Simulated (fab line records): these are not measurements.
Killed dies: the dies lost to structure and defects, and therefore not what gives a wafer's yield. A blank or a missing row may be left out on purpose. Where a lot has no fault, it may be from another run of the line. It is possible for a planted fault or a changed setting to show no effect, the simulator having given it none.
Problem report in the 8D (eight disciplines) form, filled by code + flow n5-finfet + the parts of the form that need people (team, actions taken, sign-off) are left out

1. THE ISSUE
cathode-dc-power-W at N5_BEOL_M13_SPUTTER_44 reads a mean of 14275 W on 1 wafer of 1 lot; wafers without a fault read 15000 W with a standard deviation of 2.2. So: -99 or more standard deviations from the usual mean.
The step: material Ta, target thk 10 nm, time 16.13 s.
Earliest sighting: wafer L762.5 on pvd-sputter-01 at day 14 01:12. The record holds 30 wafers of 10 lots with a number at this step. By rule, "out" or "out of limits" means more than 4 standard deviations away from the usual mean. All remaining wafers that have a number are taken as sound.

2. WHAT IT IS AND WHAT IT IS NOT
| question                    | is                 | is not                                                                                 |
|-----------------------------|--------------------|----------------------------------------------------------------------------------------|
| which readings at this step | cathode-dc-power-W | susceptor-temp-C, throttle-valve-pct                                                   |
| which lots                  | L762               | L753, L755, L757, L758, L759, L760, L763, L771, L773                                   |
| which wafers of those lots  | L762.5             | L762.1, L762.6                                                                         |
| read on which tools         | pvd-sputter-01     | pvd-sputter-02, pvd-sputter-03                                                         |
| when                        | from day 14 01:12  | up to then (17 sound wafers); but 12 sound wafers of L760, L763, L771, L773 came after |

3. SUSPECTS, AND WHAT RULES EACH OUT
Counting: any tool at a process step up to the reading remains a suspect provided it ran every lot that is out. Sound lots after the first of them don't rule it out here, since some wafers of a struck lot are sound.
- plasma-asher-01 at N5_BEOL_M13_STRIP_64 (strips in N2/H2): kept. L762, the lot that is out, went through it at day 13 23:19; up to then, the latest sound lot through it was L757 at day 12 22:12.
- rie-diel-03 at N5_BEOL_M13_ETCH_68 (etches SOC in N2/H2, time 355 s): kept. L762, the lot that is out, went through it at day 14 00:05; up to then, the latest sound lot through it was L759 at day 13 04:19.
- pvd-sputter-01 at N5_BEOL_M13_SPUTTER_44 (material Ta, target thk 10 nm, time 16.13 s): kept. L762, the lot that is out, went through it at day 14 01:12; up to then, the latest sound lot through it was L757 at day 13 00:47. Its own readings are out on those wafers: cathode-dc-power-W.
Still standing after the count: plasma-asher-01 at N5_BEOL_M13_STRIP_64, rie-diel-03 at N5_BEOL_M13_ETCH_68, pvd-sputter-01 at N5_BEOL_M13_SPUTTER_44.

4. THE CAUSE (what the simulator had put in)
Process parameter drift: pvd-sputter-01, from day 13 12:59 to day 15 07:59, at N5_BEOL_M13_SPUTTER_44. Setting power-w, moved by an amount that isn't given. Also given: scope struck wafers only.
Of the 3 suspects that counting leaves, this tool is one.

5. SEQUENCE OF EFFECTS, ordered by route
One row per reading whose mean, taken over the struck wafers that have a number, lies over 3 standard deviations from the usual. Readings are gone through only where the record gives a usual standard deviation; hours: the median, over the lots, of the time from a lot's start at the first step in this table giving one to that lot's start at this step; sigmas: the change measured in usual standard deviations.
| hours | step                   | reading            | usual   | on struck wafers | change | sigmas      |
|-------|------------------------|--------------------|---------|------------------|--------|-------------|
| 0     | N5_BEOL_M13_SPUTTER_44 | cathode-dc-power-W | 15000 W | 14275            | -725   | -99 or more |
Process steps it contains:
- N5_BEOL_M13_SPUTTER_44: material Ta, target thk 10 nm, time 16.13 s.

6. WHAT WOULD HAVE CAUGHT IT SOONER
In this record no reading fell out of limits until day 14 01:12, 12 hours after the fault had begun at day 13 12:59.
